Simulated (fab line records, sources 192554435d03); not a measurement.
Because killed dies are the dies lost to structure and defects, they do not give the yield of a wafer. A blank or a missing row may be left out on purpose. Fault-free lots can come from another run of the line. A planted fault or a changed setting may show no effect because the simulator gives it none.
fab line records | flow n5Finfet | part 2 of 2: steps 26 to 31 of 31
[record] lots = 5 wafers = 15 lastDay = 20
route steps=1938 shown BEOL_M11@1546
lots that met no fault: from a run of the same line without faults
startH: hours from the record's opening day to when the first of the lot's shown wafers began | waitH: how many hours have passed since the lot's step before this one | " the same as in the row above | L1.1+2: several wafers, shown together as one row | - no value, or no start was given | * or withheld: withheld | < > ~ a bound
route shown NAME@n: a module of which the file shows steps, and the number in the route of the first | usual: mean/standard deviation of fault-free wafers | same: alike in all rows | chamber/n: place in a boat | sites: each site's reading | _std_site: the standard deviation of these | _edge_site: mean of outer sites minus mean of inner sites | radiusMm: for every site, how far away it sits from the centre of the wafer | mask NAME#n: copy n | behind: the tool/chamber that last shaped the wafer | hold: what put the lot on hold/how long, in hours/how the hold closed | device: the transistor (n, p or np) that didn't switch | end of line: the same wafers' tests at the end of the route | where a step has no rows: the recipe by itself | killed: at the first sort, the dies lost to defects and structure; wafer yield is something else | map: per-die view of a wafer (x killed, . not killed, _ where there is no die)
set.NAME: setting as actually run; set.NAME@STEP: the setting as run at that earlier step | model.NAME: the simulator's own value behind a step, which no gauge read
lots at some steps of the route; a table a step, a row a wafer
services: a tool's chamber out of use, with start hour (startH, from the record's first day; less than 0 if before it), hours out, and reason
[[steps]]
[step N5_BEOL_M11_DESCUM_33]
[recipe] chemistry = O2 timeS = 7.9 sourcePowerW = 50 biasPowerW = 20 pressureMtorr = 20 rfFrequencyHz = 2.712e+07 tempC = 40 resist = CAR-ArF o2FlowSccm = 225
[usual] drypumpMotorCurrentA = 5.7/0.47 oesProductAu = 0.81/0.085 rfVppV = 243.3/1.5 showerheadPlenumPTorr = 2.11/0.081 throttleValvePct = 20.44/0.19
// columns lot.wafer tool chamber startH waitH drypumpMotorCurrentA oesProductAu rfHoursCounterH rfVppV showerheadPlenumPTorr throttleValvePct
L078.2 rieDiel-02 1 275.23 0.1 6.3 0.88 39 243.2 2.13 20.22
L078.3 " 3 " " 5.8 0.75 121 243.0 2.01 20.81
L078.5 " 2 " " 6.0 0.72 - 245.3 2.18 20.61
L085.1 rieDiel-03 1 315.66 0.0 6.1 1.00 3 244.2 2.14 20.20
L085.5 " 3 " " 5.5 0.85 - 246.7 2.22 20.32
L085.6 " 0 " " 4.8 0.79 - 242.6 2.03 20.28
L084.1 rieDiel-03 3 346.75 0.0 5.5 0.84 66 245.0 2.22 20.33
L084.3 " 0 " " 4.7 0.77 94 240.2 2.03 20.29
L084.6 " 0 " " 4.7 0.78 - 242.4 2.03 20.30
L093.1 rieDiel-02 0 391.65 0.1 5.6 0.82 84 241.9 2.04 20.46
L093.2 " 1 " " 6.3 0.82 72 244.0 2.12 20.24
L093.6 " 1 " " 6.3 0.82 - 244.1 2.12 20.27
L096.1 rieDiel-02 1 426.76 0.1 6.4 0.82 84 244.2 2.11 20.28
L096.4 " 3 " " 5.8 0.72 167 241.3 2.00 20.85
L096.5 " 3 " " 5.8 0.72 - 241.5 2.00 20.87
[step N5_BEOL_M11_ETCH_65]
[recipe] chemistry = CF4 target = SiARC targetDepthA = 390 maskMaterial = CAR-ArF timeS = 65 ionEnergyEv = 80 pressureMtorr = 40 sourceW = 545 biasW = 36 Ar_flow_sccm = 100 cf4FlowSccm = 100 ends = cleared
[usual] drypumpMotorCurrentA = 5.7/0.47 etchRfOnTimeS = 64.8/0.93 oesProductAu = 0.70/0.07 rfVppV = 184.2/1.2 showerheadPlenumPTorr = 2.15/0.075 throttleValvePct = 15.59/0.22
// columns lot.wafer tool chamber startH waitH drypumpMotorCurrentA etchRfOnTimeS oesProductAu rfHoursCounterH rfVppV showerheadPlenumPTorr throttleValvePct
L078.2 rieDiel-02 1 275.27 0.0 6.3 66.1 0.74 39 184.3 2.18 15.36
L078.3 " 3 " " 5.8 64.1 0.65 121 184.0 2.07 16.00
L078.5 " 2 " " 6.0 64.9 0.61 - 185.7 2.22 15.77
L085.1 rieDiel-03 1 315.69 0.0 6.1 62.1 0.87 3 184.6 2.19 15.30
L085.5 " 3 " " 5.5 65.0 0.72 - 185.3 2.26 15.43
L085.6 " 0 " " 4.8 65.7 0.67 - 182.7 2.09 15.50
L084.1 rieDiel-03 3 346.79 0.0 5.5 65.4 0.72 66 185.7 2.25 15.46
L084.3 " 0 " " 4.8 65.8 0.67 94 184.2 2.09 15.51
L084.6 " 0 " " 4.7 66.6 0.66 - 183.9 2.09 15.53
L093.1 rieDiel-02 0 391.68 0.0 5.6 65.2 0.71 84 183.6 2.08 15.53
L093.2 " 1 " " 6.3 66.1 0.71 72 182.9 2.17 15.41
L093.6 " 1 " " 6.3 65.9 0.71 - 184.3 2.17 15.41
L096.1 rieDiel-02 1 426.80 0.0 6.3 65.5 0.69 84 183.5 2.17 15.44
L096.4 " 3 " " 5.8 64.0 0.62 167 180.2 2.06 16.07
L096.5 " 3 " " 5.8 63.6 0.62 - 182.4 2.06 16.09
[step N5_BEOL_M11_ETCH_66]
[recipe] chemistry = N2/H2 target = SOC targetDepthA = 1200 overetchA = 240 maskMaterial = SiARC tempC = 40 timeS = 180 ionEnergyEv = 200 pressureMtorr = 30 sourceW = 840 biasW = 150 n2FlowSccm = 200 h2FlowSccm = 200
[usual] drypumpMotorCurrentA = 5.7/0.47 h2FlowSccm = 200.1/0.62 oesProductAu = 0.66/0.065 rfVppV = 524.1/2.7 showerheadPlenumPTorr = 2.55/0.097 throttleValvePct = 17.78/0.19
// columns lot.wafer tool chamber startH waitH drypumpMotorCurrentA h2FlowSccm oesProductAu rfHoursCounterH rfVppV showerheadPlenumPTorr throttleValvePct
L078.2 rieDiel-02 1 275.32 0.0 6.3 199.2 0.71 39 524.3 2.58 17.64
L078.3 " 3 " " 5.8 199.9 0.61 122 520.6 2.46 18.16
L078.5 " 2 " " 6.0 200.3 0.58 - 526.8 2.62 17.86
L085.1 rieDiel-03 1 315.74 0.0 6.0 200.3 0.79 3 523.7 2.60 17.67
L085.5 " 3 " " 5.5 200.1 0.68 - 526.7 2.69 17.66
L085.6 " 0 " " 4.8 200.5 0.64 - 521.7 2.47 17.60
L084.1 rieDiel-03 3 346.84 0.0 5.5 200.2 0.68 66 527.8 2.69 17.67
L084.3 " 0 " " 4.8 200.7 0.64 94 522.7 2.46 17.60
L084.6 " 0 " " 4.8 201.0 0.64 - 522.6 2.46 17.61
L093.1 rieDiel-02 0 391.73 0.0 5.7 199.8 0.68 84 523.5 2.46 17.72
L093.2 " 1 " " 6.3 200.2 0.67 72 525.0 2.57 17.71
L093.6 " 1 " " 6.3 199.8 0.67 - 524.6 2.57 17.69
L096.1 rieDiel-02 1 426.85 0.0 6.3 199.1 0.66 84 525.0 2.56 17.71
L096.4 " 3 " " 5.8 199.8 0.59 167 520.0 2.44 18.24
L096.5 " 3 " " 5.8 200.6 0.58 - 520.6 2.44 18.23
[step N5_BEOL_M11_STRIP_69]
[recipe] chemistry = N2/H2 tempC = 40 n2FlowSccm = 200 h2FlowSccm = 200 rfFrequencyHz = 6e+07
// columns lot.wafer tool chamber startH waitH
L078.2+3+5 rieDiel-02 1,3,2 275.43 0.1
L085.1+5+6 rieDiel-03 1,3,0 315.86 0.1
L084.1+3+6 rieDiel-03 3,0,0 346.95 0.1
L093.1+2+6 rieDiel-02 0,1,1 391.85 0.1
L096.1+4+5 rieDiel-02 1,3,3 426.96 0.1
[step N5_BEOL_M11_VIA_ETCH_34]
[recipe] chemistry = C4F6/O2 target = SiCOH_lowk targetDepthA = 1845 maskMaterial = SOC taperDeg = 4 timeS = 69.2 ionEnergyEv = 250 pressureMtorr = 30 sourceW = 345 biasW = 185 Ar_flow_sccm = 300 C4F6_flow_sccm = 10 O2_flow_sccm = 10
[usual] drypumpMotorCurrentA = 5.7/0.47 oes_ar_750_au = 0.82/0.077 oesProductAu = 0.81/0.084 rfVppV = 664/6.7 showerheadPlenumPTorr = 2.86/0.099 throttleValvePct = 20.91/0.19
// columns lot.wafer tool chamber startH waitH drypumpMotorCurrentA oes_ar_750_au oesProductAu rfHoursCounterH rfVppV showerheadPlenumPTorr throttleValvePct
L078.2 rieDiel-02 1 275.44 0.0 6.3 0.87 0.87 39 663 2.91 20.74
L078.3 " 3 " " 5.8 0.77 0.76 122 655 2.75 21.28
L078.5 " 2 " " 6.0 0.72 0.72 - 667 2.95 21.04
L085.1 rieDiel-03 1 315.87 0.0 6.0 0.98 1.00 3 674 2.91 20.72
L085.5 " 3 " " 5.5 0.84 0.83 - 674 2.99 20.72
L085.6 " 0 " " 4.8 0.79 0.78 - 663 2.78 20.79
L084.1 rieDiel-03 3 346.96 0.0 5.5 0.83 0.84 66 674 2.99 20.72
L084.3 " 0 " " 4.8 0.78 0.78 94 663 2.77 20.81
L084.6 " 0 " " 4.8 0.78 0.78 - 662 2.77 20.82
L093.1 rieDiel-02 0 391.86 0.0 5.6 0.83 0.83 85 657 2.77 20.90
L093.2 " 1 " " 6.3 0.83 0.82 72 661 2.89 20.81
L093.6 " 1 " " 6.3 0.83 0.82 - 661 2.89 20.80
L096.1 rieDiel-02 1 426.97 0.0 6.3 0.81 0.82 84 662 2.89 20.82
L096.4 " 3 " " 5.8 0.74 0.72 167 655 2.73 21.34
L096.5 " 3 " " 5.8 0.73 0.72 - 656 2.73 21.35
[step N5_BEOL_M11_STRIP_73]
[recipe] chemistry = C4F6/O2 resist = SiARC rfFrequencyHz = 6e+07
// columns lot.wafer tool chamber startH waitH
L078.2+3+5 rieDiel-02 1,3,2 275.50 0.0
L085.1+5+6 rieDiel-03 1,3,0 315.92 0.0
L084.1+3+6 rieDiel-03 3,0,0 347.01 0.0
L093.1+2+6 rieDiel-02 0,1,1 391.91 0.0
L096.1+4+5 rieDiel-02 1,3,3 427.02 0.0
[[services]]
// columns tool chamber startH hours kind
rieDiel-06 3 252.54 2.8 repair
arfiScanner-01 - 259.00 1.0 pm
rieDiel-03 1 260.48 6.6 repair
arfiScanner-02 - 268.85 3.1 pm
arfiScanner-01 - 271.27 1.3 pm
arfiScanner-02 - 271.98 4.9 pm
arfiScanner-03 - 274.16 6.0 pm
arfiScanner-02 - 302.98 1.7 repair
arfiScanner-03 - 304.71 1.3 pm
arfiScanner-01 - 309.30 1.0 pm
arfiScanner-03 - 313.44 1.0 pm
rieDiel-03 3 318.68 3.2 repair
rieDiel-06 3 326.10 3.0 repair
arfiScanner-02 - 342.91 1.3 pm
arfiScanner-02 - 349.70 1.5 pm
arfiScanner-02 - 353.29 0.8 repair
rieDiel-03 2 381.01 1.2 repair
rieDiel-02 - 383.04 0.7 repair
rieDiel-06 - 385.21 14.6 pm
rieDiel-03 1 388.62 8.8 repair
arfiScanner-02 - 393.57 3.9 pm
arfiScanner-01 - 396.77 1.3 pm
arfiScanner-01 - 400.82 0.8 pm
arfiScanner-02 - 404.43 21.8 repair
